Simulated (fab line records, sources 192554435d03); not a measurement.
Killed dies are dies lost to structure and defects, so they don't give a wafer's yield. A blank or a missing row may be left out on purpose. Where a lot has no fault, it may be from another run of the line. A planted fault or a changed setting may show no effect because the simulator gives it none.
Matching of chambers / flow n5 finfet / uv cure-01 running N5_BEOL_M8_CURE_74: 3 sister chambers
The step cures SiCOH lowk, time 240 s. 3 wafers are shown with their chamber, then 12 later ones without.

== WAFERS PAIRED WITH THEIR CHAMBERS ==
wafer=L078.6; chamber=1; wafer_temp_C_max=387.0
wafer=L082.6; chamber=2; wafer_temp_C_max=388.4
wafer=L090.6; chamber=0; wafer_temp_C_max=387.0

== WAFERS WITH NO CHAMBER GIVEN ==
wafer=L092.2; wafer_temp_C_max=386.4
wafer=L092.3; wafer_temp_C_max=386.1
wafer=L092.6; wafer_temp_C_max=386.2
wafer=L091.1; wafer_temp_C_max=387.6
wafer=L091.2; wafer_temp_C_max=387.7
wafer=L091.3; wafer_temp_C_max=387.5
wafer=L093.1; wafer_temp_C_max=386.7
wafer=L093.2; wafer_temp_C_max=387.1
wafer=L093.6; wafer_temp_C_max=386.6
wafer=L094.1; wafer_temp_C_max=387.4
wafer=L094.2; wafer_temp_C_max=387.5
wafer=L094.6; wafer_temp_C_max=388.1

== WHICH CHAMBER EACH ONE RAN IN ==
wafer=L092.2; from the rows above=can't be placed: 0 or 1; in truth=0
wafer=L092.3; from the rows above=can't be placed: 0 or 1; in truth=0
wafer=L092.6; from the rows above=can't be placed: 0 or 1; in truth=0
wafer=L091.1; from the rows above=can't be placed: 0 or 1 or 2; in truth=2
wafer=L091.2; from the rows above=can't be placed: 0 or 1 or 2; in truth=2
wafer=L091.3; from the rows above=can't be placed: 0 or 1 or 2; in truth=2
wafer=L093.1; from the rows above=can't be placed: 0 or 1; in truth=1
wafer=L093.2; from the rows above=can't be placed: 0 or 1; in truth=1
wafer=L093.6; from the rows above=can't be placed: 0 or 1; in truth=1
wafer=L094.1; from the rows above=can't be placed: 0 or 1 or 2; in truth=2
wafer=L094.2; from the rows above=can't be placed: 0 or 1 or 2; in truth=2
wafer=L094.6; from the rows above=can't be placed: 2 or 0 or 1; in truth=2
Correctly placed: 0 of 12. Not placeable from these rows: 12 (in 12, the candidates include the true chamber). Number placed wrongly: 0.
How it was worked out, from the rows above alone: a wafer's distance from a chamber is the root of the sum, over the readings, of the square of ((its reading less the chamber's mean) divided by the reading's scatter). If the next closest chamber is less than 2 further off than the closest, the wafer can't be placed; otherwise it belongs to the closest. Each chamber's mean is taken over the wafers shown for it. The scatter (one wafer shown for each chamber): square how far every hidden wafer sits from the nearest shown wafer, average those squares and take the square root.
